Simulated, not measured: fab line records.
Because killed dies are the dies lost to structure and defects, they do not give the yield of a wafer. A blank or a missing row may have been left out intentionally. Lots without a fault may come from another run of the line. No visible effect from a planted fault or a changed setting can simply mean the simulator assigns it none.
fab line records ; flow nand-harc
[record] lots = 12; wafers = 36; last-day = 24
route steps=1159 shown A_SLIT@779 A_SIN_REMOVE@808 END@1159
lots with no fault: from the same line, run without faults
start-h: start of the lot's first displayed wafer, in hours after the record's first day ; wait-h: how many hours have passed since the lot's step before this one ; " repeats the value in the row above ; L1.1+2: a row that stands for several wafers ; - no value present, or no start provided ; * or withheld: withheld ; < > ~ a bound
route shown NAME@n: NAME is a module with steps in the file, n the number in the route of the first one ; usual: mean and standard deviation over wafers with no fault ; same: alike in all rows ; chamber/n: place in a boat ; sites: the reading at each site ; _std_site: how widely they spread, as a standard deviation ; _edge_site: outer sites' mean less inner sites' ; radius-mm: for every site, how far away it sits from the centre of the wafer ; mask NAME#n: copy n ; behind: the most recent tool/chamber to have shaped the wafer ; hold: what put the lot on hold/how long, in hours/how the hold closed ; device: the n, p or np transistor that did not switch ; end of line: the route-end tests of the same wafers ; step lacking rows: just its recipe ; killed: at the first sort, the dies lost to defects and structure; wafer yield is something else ; map: a wafer's dies, x killed, . not, _ none there
set.NAME: the run value of the setting; set.NAME@STEP: its run value at that earlier step ; model.NAME: the simulator's own value behind a step, which no gauge read
steps of the route over a sample of lots; a table a step, a row a wafer
services: from which hour (start-h, from the record's first day; less than 0 if before it) a tool's chamber was out of use, for how many hours, and why
[[steps]]
[step NHARC_A_SLIT_DEP_25]
[recipe] target-thk-a = 2000; temp-c = 400; pressure-torr = 6.5; rf-w = 900; teos-flow-sccm = 161.4; flow-sccm = 2650; target-thk-nm = 200; gas = O2; material = SiO2
[usual] heater-power-w = 524/81; showerhead-vpp-V = 1832/110; throttle-valve-pct = 15.5/0.55
lot.wafer;tool;chamber;start-h;wait-h;heater-power-w;showerhead-vpp-V;throttle-valve-pct
L722.1;pecvd-03;1;315.47;0.1;556;1693;16.2
L722.2;pecvd-03;0;315.47;0.1;528;1963;16.1
L722.5;pecvd-03;0;315.47;0.1;540;1929;16.1
L725.2;pecvd-02;2;328.83;0.2;440;1931;15.5
L725.6;pecvd-02;2;328.83;0.2;457;1931;15.7
L725.4;pecvd-02;0;328.83;0.2;468;1770;14.9
L726.1;pecvd-03;1;339.06;0.3;580;1686;15.7
L726.3;pecvd-03;2;339.06;0.3;476;1738;16.1
L726.5;pecvd-03;0;339.06;0.3;521;1967;16.1
L730.1;pecvd-03;2;364.51;0.1;497;1719;15.7
L730.6;pecvd-03;1;364.51;0.1;452;1668;15.9
L730.5;pecvd-03;2;364.51;0.1;507;1718;15.7
L736.3;pecvd-02;0;396.75;0.1;504;1775;14.4
L736.5;pecvd-02;0;396.75;0.1;372;1809;14.5
L736.6;pecvd-02;1;396.75;0.1;676;1783;15.2
L739.1;pecvd-01;0;409.02;0.1;454;1946;15.6
L739.3;pecvd-01;1;409.02;0.1;562;1955;15.5
L739.5;pecvd-01;0;409.02;0.1;454;1982;15.2
L737.3;pecvd-01;0;414.92;0.1;470;1954;15.1
L737.1;pecvd-01;1;414.92;0.1;581;1950;15.6
L737.6;pecvd-01;2;414.92;0.1;384;1704;16.3
L741.1;pecvd-03;2;423.45;0.1;505;1742;15.7
L741.2;pecvd-03;1;423.45;0.1;585;1682;16.2
L741.6;pecvd-03;1;423.45;0.1;604;1641;15.9
L740.2;pecvd-03;2;433.84;0.1;504;1715;15.8
L740.6;pecvd-03;1;433.84;0.1;607;1654;16.3
L740.5;pecvd-03;2;433.84;0.1;385;1715;15.9
L744.2;pecvd-02;0;451.09;0.1;388;1756;14.6
L744.3;pecvd-02;2;451.09;0.1;562;1963;15.3
L744.4;pecvd-02;2;451.09;0.1;560;1959;15.6
L742.3;pecvd-01;2;451.13;0.1;493;1688;16.5
L742.4;pecvd-01;2;451.13;0.1;519;1676;16.4
L742.6;pecvd-01;0;451.13;0.1;456;1989;15.1
L743.1;pecvd-02;2;451.35;0.3;557;1943;15.5
L743.2;pecvd-02;0;451.35;0.3;467;1794;14.7
L743.4;pecvd-02;2;451.35;0.3;552;1926;15.5
[step NHARC_A_SLIT_INSPECT_11]
[usual] raw-defect-count = 20/9.1
lot.wafer;tool;chamber;start-h;wait-h;raw-defect-count
L722.1;defect-inspect-01;-;318.62;0.0;28
L722.2;defect-inspect-01;-;318.62;0.0;23
L722.5;defect-inspect-01;-;318.62;0.0;30
L725.2;defect-inspect-02;-;333.68;0.0;28
L725.4;defect-inspect-02;-;333.68;0.0;21
L725.6;defect-inspect-02;-;333.68;0.0;31
L726.1;defect-inspect-02;-;343.87;0.0;15
L726.3;defect-inspect-02;-;343.87;0.0;16
L726.5;defect-inspect-02;-;343.87;0.0;17
L730.1;defect-inspect-01;-;368.33;0.0;25
L730.5;defect-inspect-01;-;368.33;0.0;34
L730.6;defect-inspect-01;-;368.33;0.0;26
L736.3;defect-inspect-02;-;399.87;0.0;37
L736.5;defect-inspect-02;-;399.87;0.0;29
L736.6;defect-inspect-02;-;399.87;0.0;34
L739.1;defect-inspect-02;-;415.47;0.0;18
L739.3;defect-inspect-02;-;415.47;0.0;17
L739.5;defect-inspect-02;-;415.47;0.0;16
L737.1;defect-inspect-01;-;420.11;0.0;34
L737.3;defect-inspect-01;-;420.11;0.0;35
L737.6;defect-inspect-01;-;420.11;0.0;23
L741.1;defect-inspect-01;-;427.03;0.0;37
L741.2;defect-inspect-01;-;427.03;0.0;31
L741.6;defect-inspect-01;-;427.03;0.0;37
L740.2;defect-inspect-01;-;437.82;0.0;23
L740.5;defect-inspect-01;-;437.82;0.0;19
L740.6;defect-inspect-01;-;437.82;0.0;11
L744.2;defect-inspect-02;-;454.62;0.0;13
L744.3;defect-inspect-02;-;454.62;0.0;23
L744.4;defect-inspect-02;-;454.62;0.0;20
L743.1;defect-inspect-02;-;454.92;0.0;14
L743.2;defect-inspect-02;-;454.92;0.0;17
L743.4;defect-inspect-02;-;454.92;0.0;10
L742.3;defect-inspect-01;-;455.08;0.0;21
L742.4;defect-inspect-01;-;455.08;0.0;20
L742.6;defect-inspect-01;-;455.08;0.0;18
[step NHARC_A_SLIT_ETCH_15]
[recipe] target-depth-a = 32000; over-etch-frac = 0.3; time-s = 832; ion-energy-ev = 150; o2-flow-sccm = 400; cos-flow-sccm = 20; ar-flow-sccm = 0; rf-w = 500; bias-w = 300; chemistry = O2/COS
[usual] drypump-motor-current-A = 5.8/0.36; oes-product-au = 1.001/0.0075; rf-vpp-V = 314.2/2.2; showerhead-plenum-p-Torr = 3.13/0.14; throttle-valve-pct = 28.332/0.009
[same] time-s = 832
lot.wafer;tool;chamber;start-h;wait-h;drypump-motor-current-A;oes-product-au;rf-hours-counter-h;rf-vpp-V;showerhead-plenum-p-Torr;throttle-valve-pct
L722.2;rie-diel-09;2;-;-;6.0;1.000;4;312.4;3.07;28.326
L722.1;rie-diel-09;3;-;-;5.4;1.010;4;314.2;3.15;28.325
L722.5;rie-diel-09;2;-;-;6.0;1.017;-;313.0;3.07;28.328
L725.4;rie-diel-11;1;-;-;5.8;1.001;10;311.7;3.05;28.332
L725.2;rie-diel-11;2;-;-;5.1;0.994;10;310.2;2.91;28.333
L725.6;rie-diel-11;0;-;-;5.9;1.001;-;315.5;3.23;28.331
L726.1;rie-diel-09;0;-;-;6.4;1.006;7;313.7;3.16;28.338
L726.3;rie-diel-09;1;-;-;6.1;1.003;7;318.6;3.32;28.332
L726.5;rie-diel-09;3;-;-;5.4;1.005;-;315.4;3.15;28.328
L730.1;rie-diel-05;0;-;-;5.5;0.992;2;317.4;3.35;28.341
L730.6;rie-diel-05;2;-;-;5.7;1.001;-;312.9;2.98;28.340
L730.5;rie-diel-05;3;-;-;6.0;0.992;-;313.6;3.17;28.345
L736.3;rie-diel-09;0;-;-;6.4;1.005;11;314.5;3.16;28.324
L736.6;rie-diel-09;1;-;-;6.1;1.007;-;318.1;3.32;28.334
L736.5;rie-diel-09;2;-;-;6.0;1.004;-;312.9;3.07;28.321
L739.1;rie-diel-05;1;-;-;5.9;1.000;4;312.7;2.98;28.350
L739.3;rie-diel-05;0;-;-;5.4;0.992;4;318.3;3.35;28.331
L739.5;rie-diel-05;1;-;-;5.9;0.998;-;312.2;2.98;28.328
L737.3;rie-diel-05;0;-;-;5.5;0.984;5;316.9;3.35;28.340
L737.1;rie-diel-05;3;-;-;6.0;0.986;4;314.1;3.16;28.334
L737.6;rie-diel-05;0;-;-;5.5;0.999;-;317.2;3.35;28.331
L741.1;rie-diel-09;3;-;-;5.4;1.013;13;313.1;3.15;28.327
L741.2;rie-diel-09;0;-;-;6.4;1.010;13;314.8;3.16;28.338
L741.6;rie-diel-09;2;-;-;6.0;1.010;-;313.0;3.07;28.338
L740.2;rie-diel-05;1;-;-;5.9;0.990;6;311.8;2.98;28.332
L740.6;rie-diel-05;2;-;-;5.7;0.994;-;311.3;2.98;28.334
L740.5;rie-diel-05;3;-;-;6.0;0.988;-;314.1;3.16;28.328
L744.4;rie-diel-11;2;-;-;5.1;1.000;4;311.0;2.91;28.322
L744.2;rie-diel-11;3;-;-;5.4;0.985;5;316.4;3.23;28.328
L744.3;rie-diel-11;0;-;-;5.9;1.002;6;316.4;3.23;28.344
L743.2;rie-diel-09;1;-;-;6.1;1.002;1;316.6;3.31;28.328
L743.4;rie-diel-09;2;-;-;6.0;0.998;1;313.7;3.07;28.346
L743.1;rie-diel-09;3;-;-;5.4;0.995;1;312.8;3.15;28.322
L742.4;rie-diel-05;1;-;-;5.9;1.003;8;312.0;2.97;28.332
L742.3;rie-diel-05;3;-;-;6.0;1.005;7;314.0;3.16;28.342
L742.6;rie-diel-05;1;-;-;5.9;0.993;-;312.0;2.97;28.323
[step NHARC_A_SLIT_STRIP_18]
[recipe] o2-flow-sccm = 500; ar-flow-sccm = 0; bias-w = 0; chemistry = O2
[usual] drypump-motor-current-A = 5.8/0.35; oes-product-au = 1.003/0.0077; rf-vpp-V = 57.8/0.84; showerhead-plenum-p-Torr = 3.54/0.14; throttle-valve-pct = 17.036/0.0094
lot.wafer;tool;chamber;start-h;wait-h;drypump-motor-current-A;oes-product-au;rf-hours-counter-h;rf-vpp-V;showerhead-plenum-p-Torr;throttle-valve-pct
L722.2;rie-diel-09;2;326.50;-;6.0;1.011;4;57.7;3.47;17.046
L722.1;rie-diel-09;3;326.50;-;5.4;1.001;5;56.4;3.56;17.051
L722.5;rie-diel-09;3;326.50;-;5.4;1.004;-;58.2;3.56;17.017
L725.2;rie-diel-11;1;339.71;-;5.8;1.002;10;58.2;3.44;17.026
L725.4;rie-diel-11;2;339.71;-;5.1;1.006;11;59.0;3.29;17.020
L725.6;rie-diel-11;0;339.71;-;5.9;1.011;-;58.0;3.65;17.034
L726.1;rie-diel-09;0;347.18;-;6.5;1.005;8;58.6;3.57;17.050
L726.3;rie-diel-09;1;347.18;-;6.1;1.004;7;57.9;3.75;17.042
L726.5;rie-diel-09;1;347.18;-;6.1;1.013;-;58.8;3.75;17.038
L730.1;rie-diel-09;2;371.44;-;6.0;0.998;6;56.0;3.47;17.036
L730.5;rie-diel-09;0;371.44;-;6.4;0.995;-;57.2;3.57;17.034
L730.6;rie-diel-09;1;371.44;-;6.1;0.997;-;58.7;3.74;17.033
L736.3;rie-diel-05;0;402.94;-;5.5;1.003;4;58.8;3.79;17.051
L736.5;rie-diel-05;1;402.94;-;5.9;0.998;-;56.8;3.37;17.039
L736.6;rie-diel-05;2;402.94;-;5.8;1.009;-;56.6;3.37;17.038
L739.3;rie-diel-05;1;418.61;-;5.9;0.999;4;57.2;3.37;17.050
L739.1;rie-diel-05;3;418.61;-;6.0;0.999;4;57.0;3.58;17.044
L739.5;rie-diel-05;0;418.61;-;5.4;1.002;-;57.3;3.79;17.044
L737.1;rie-diel-11;1;423.15;-;5.8;0.994;3;59.1;3.44;17.014
L737.3;rie-diel-11;3;423.15;-;5.4;0.989;4;59.2;3.65;17.036
L737.6;rie-diel-11;0;423.15;-;5.9;0.992;-;57.7;3.65;17.052
L741.2;rie-diel-11;3;430.10;-;5.4;0.993;4;57.4;3.65;17.032
L741.1;rie-diel-11;1;430.10;-;5.8;1.013;3;58.5;3.44;17.040
L741.6;rie-diel-11;3;430.10;-;5.4;1.002;-;58.0;3.65;17.055
L740.2;rie-diel-09;3;440.88;-;5.4;1.006;0;58.2;3.56;17.037
L740.6;rie-diel-09;2;440.88;-;6.0;1.014;-;56.3;3.47;17.031
L740.5;rie-diel-09;3;440.88;-;5.4;1.016;-;57.3;3.56;17.031
L744.4;rie-diel-11;0;458.87;-;5.9;1.009;6;57.6;3.65;17.045
L744.3;rie-diel-11;1;458.87;-;5.8;0.993;6;57.4;3.44;17.045
L744.2;rie-diel-11;3;458.87;-;5.4;0.997;6;57.6;3.65;17.017
L743.1;rie-diel-05;3;460.53;-;6.0;0.994;7;57.7;3.57;17.015
L743.2;rie-diel-05;0;460.53;-;5.5;0.986;8;58.8;3.78;17.041
L743.4;rie-diel-05;1;460.53;-;5.9;0.992;8;56.9;3.36;17.042
L742.4;rie-diel-11;1;462.16;-;5.8;1.000;6;59.1;3.44;17.041
L742.3;rie-diel-11;0;462.16;-;5.9;1.005;6;58.0;3.65;17.039
L742.6;rie-diel-11;2;462.16;-;5.1;1.013;-;58.6;3.29;17.035
[step NHARC_A_SIN_REMOVE_INSPECT_04]
[usual] raw-defect-count = 291/79
lot.wafer;tool;chamber;start-h;wait-h;raw-defect-count
L722.1;defect-inspect-02;-;333.05;0.0;260
L722.2;defect-inspect-02;-;333.05;0.0;249
L722.5;defect-inspect-02;-;333.05;0.0;281
L725.2;defect-inspect-01;-;346.19;0.0;216
L725.4;defect-inspect-01;-;346.19;0.0;212
L725.6;defect-inspect-01;-;346.19;0.0;196
L726.1;defect-inspect-01;-;353.73;0.0;526
L726.3;defect-inspect-01;-;353.73;0.0;511
L726.5;defect-inspect-01;-;353.73;0.0;445
L730.1;defect-inspect-01;-;379.52;0.0;652
L730.5;defect-inspect-01;-;379.52;0.0;557
L730.6;defect-inspect-01;-;379.52;0.0;510
L736.3;defect-inspect-02;-;411.00;0.0;348
L736.5;defect-inspect-02;-;411.00;0.0;238
L736.6;defect-inspect-02;-;411.00;0.0;284
L739.1;defect-inspect-02;-;425.07;0.0;407
L739.3;defect-inspect-02;-;425.07;0.0;370
L739.5;defect-inspect-02;-;425.07;0.0;282
L737.1;defect-inspect-02;-;431.34;0.0;231
L737.3;defect-inspect-02;-;431.34;0.0;247
L737.6;defect-inspect-02;-;431.34;0.0;189
L741.1;defect-inspect-01;-;438.32;0.0;434
L741.2;defect-inspect-01;-;438.32;0.0;330
L741.6;defect-inspect-01;-;438.32;0.0;323
L740.2;defect-inspect-01;-;449.00;0.0;334
L740.5;defect-inspect-01;-;449.00;0.0;160
L740.6;defect-inspect-01;-;449.00;0.0;206
L743.1;defect-inspect-01;-;467.00;0.0;288
L743.2;defect-inspect-01;-;467.00;0.0;308
L743.4;defect-inspect-01;-;467.00;0.0;271
L744.2;defect-inspect-01;-;467.01;0.0;440
L744.3;defect-inspect-01;-;467.01;0.0;539
L744.4;defect-inspect-01;-;467.01;0.0;480
L742.3;defect-inspect-01;-;470.30;0.0;291
L742.4;defect-inspect-01;-;470.30;0.0;261
L742.6;defect-inspect-01;-;470.30;0.0;260
[step NHARC_END_SORT_01]
[recipe] temp-c = 25
[usual] killed-at-array = 26/8.6; killed-at-other = 0.7/0.97; killed-at-periphery = 3.2/2.2; killed-dies = 30/8.9; killed-open = 3.1/1.8; killed-short = 2.2/1.8
[same] gross-dies = 677
lot.wafer;tool;chamber;start-h;wait-h;killed-at-array;killed-at-other;killed-at-periphery;killed-dies;killed-open;killed-short
L726.1;prober-02;0;450.27;2.5;97;0;3;100;1;3
L726.3;prober-02;0;451.86;3.1;86;1;5;92;3;5
L726.5;prober-02;0;453.46;3.7;99;0;1;100;3;4
L730.1;prober-01;0;489.85;2.5;71;0;2;73;3;5
L730.5;prober-01;0;493.07;3.7;92;1;5;98;5;2
L730.6;prober-01;0;493.87;4.0;88;1;3;92;3;3
L737.1;prober-01;0;540.50;2.5;29;0;4;33;7;0
L737.3;prober-01;0;542.09;3.1;25;0;3;28;3;1
// killed by level:class
L726.1 A_SLIT:unspecified=70 A_SLIT:chamber-film-flake=10 A_STAIRCASE:chamber-film-flake=5 A_CHANNEL_HOLE_D1:chamber-film-flake=4 A_WL_FILL:chamber-film-flake=3 A_CONTACT:chamber-film-flake=2 P_GATE:geometric-particle:short=1 P_CONTACT:geometric-particle:short=1
L726.3 A_SLIT:unspecified=64 A_SLIT:chamber-film-flake=7 A_CHANNEL_HOLE_D1:chamber-film-flake=4 A_STAIRCASE:chamber-film-flake=3 P_CONTACT:chamber-film-flake=2 P_CONTACT:geometric-particle:short=1 P_CONTACT:geometric-particle:open=1 P_BONDPAD:geometric-particle:short=1
L726.5 A_SLIT:unspecified=66 A_SLIT:chamber-film-flake=11 A_CHANNEL_HOLE_D1:chamber-film-flake=4 A_STAIRCASE:chamber-film-flake=4 A_CONTACT:chamber-film-flake=3 A_WL_FILL:chamber-film-flake=2 P_M0:geometric-particle:short=1 A_ONON_D1:geometric-particle:short=1
L730.1 A_SLIT:unspecified=46 A_CHANNEL_HOLE_D1:chamber-film-flake=11 A_STAIRCASE:chamber-film-flake=3 A_WL_FILL:geometric-particle:short=2 A_CONTACT:geometric-particle:open=2 P_GATE:chamber-film-flake=2 A_CONTACT:chamber-film-flake=2 A_CHANNEL_HOLE_D1:geometric-particle:short=1
L730.5 A_SLIT:unspecified=68 A_CHANNEL_HOLE_D1:chamber-film-flake=16 A_STAIRCASE:chamber-film-flake=3 P_CONTACT:geometric-particle:open=2 P_GATE:chamber-film-flake=2 P_M0:geometric-particle:short=1 A_ONON_D1:geometric-particle:short=1 A_SGD_CUT:geometric-particle:open=1
L730.6 A_SLIT:unspecified=66 A_CHANNEL_HOLE_D1:chamber-film-flake=16 A_CONTACT:geometric-particle:open=2 A_ZERO_WELL:chamber-film-flake=2 P_CONTACT:geometric-particle:open=1 P_CONTACT:geometric-particle:short=1 A_CHANNEL_FILL_D1:geometric-particle:short=1 A_SGD_CUT:geometric-particle:short=1
L737.1 A_CHANNEL_HOLE_D1:chamber-film-flake=23 A_CONTACT:geometric-particle:open=3 P_GATE:geometric-particle:open=1 P_M0:geometric-particle:open=1 P_M1:geometric-particle:open=1 A_CHANNEL_FILL_D1:geometric-particle:open=1 P_GATE:chamber-film-flake=1 A_CONTACT:chamber-film-flake=1
L737.3 A_CHANNEL_HOLE_D1:chamber-film-flake=19 A_CONTACT:chamber-film-flake=4 P_ZERO_WELL:geometric-particle:open=1 P_GATE:geometric-particle:open=1 P_CONTACT:geometric-particle:open=1 A_WL_FILL:geometric-particle:short=1 A_STAIRCASE:chamber-film-flake=1
[[services]]
tool;chamber;start-h;hours;kind
pecvd-03;-;292.14;13.0;pm
rie-diel-09;0;312.28;-;clean
rie-diel-09;1;312.28;-;clean
rie-diel-09;2;312.28;-;clean
rie-diel-09;3;312.28;-;clean
rie-diel-05;3;325.31;9.6;repair
rie-diel-09;2;328.17;17.4;repair
rie-diel-05;2;331.00;4.3;repair
pecvd-02;-;334.34;13.0;pm
rie-diel-09;0;336.78;-;clean
rie-diel-09;1;336.78;-;clean
rie-diel-09;3;336.78;-;clean
rie-diel-05;-;340.60;9.0;pm
rie-diel-11;0;347.36;12.1;repair
rie-diel-09;3;362.15;20.2;repair
rie-diel-11;-;366.50;9.0;pm
pecvd-03;-;369.29;0.4;repair
pecvd-03;-;402.28;0.4;repair
pecvd-01;-;418.24;13.0;pm
rie-diel-11;2;427.88;8.1;repair
rie-diel-09;-;431.28;9.0;pm
rie-diel-11;3;433.79;7.4;repair
rie-diel-11;0;455.08;2.8;repair
pecvd-01;-;461.95;2.4;repair
[[key]]
[first-sign] step = NHARC_A_SIN_REMOVE_INSPECT_04; reading = raw-defect-count; direction = up; sigmas = 3.1; usual = 291; struck = 534
[effect] step = NHARC_END_SORT_01; reading = killed-at-array; direction = up; sigmas = 7.2; usual = 26; struck = 89
[more-kills-born-at] NHARC_A_SLIT_STRIP_18@rie-diel-09 = 380
met-at NHARC_A_SLIT_STRIP_18
struck-lots L726,L730
tester-left-out L726,L730
not-acting-at NHARC_A_SLIT_DEP_25,NHARC_A_SLIT_INSPECT_11,NHARC_A_SLIT_ETCH_15
onset-between 326.50 347.18
[fault] kind = chamber-particle-source; tool = rie-diel-09; chamber = -; onset-h = 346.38; steps = NHARC_A_SLIT_STRIP_18; rate-per-visit-cm2 = 0.44234; end-h = 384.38
// tester-left-out: of these lots the tester's yield and bins aren't shown, on N5 and GAA mostly nor the transistor test; their killed dies are dies lost to structure and defects alone, not to doping, threshold or leakage, so they don't give the yield
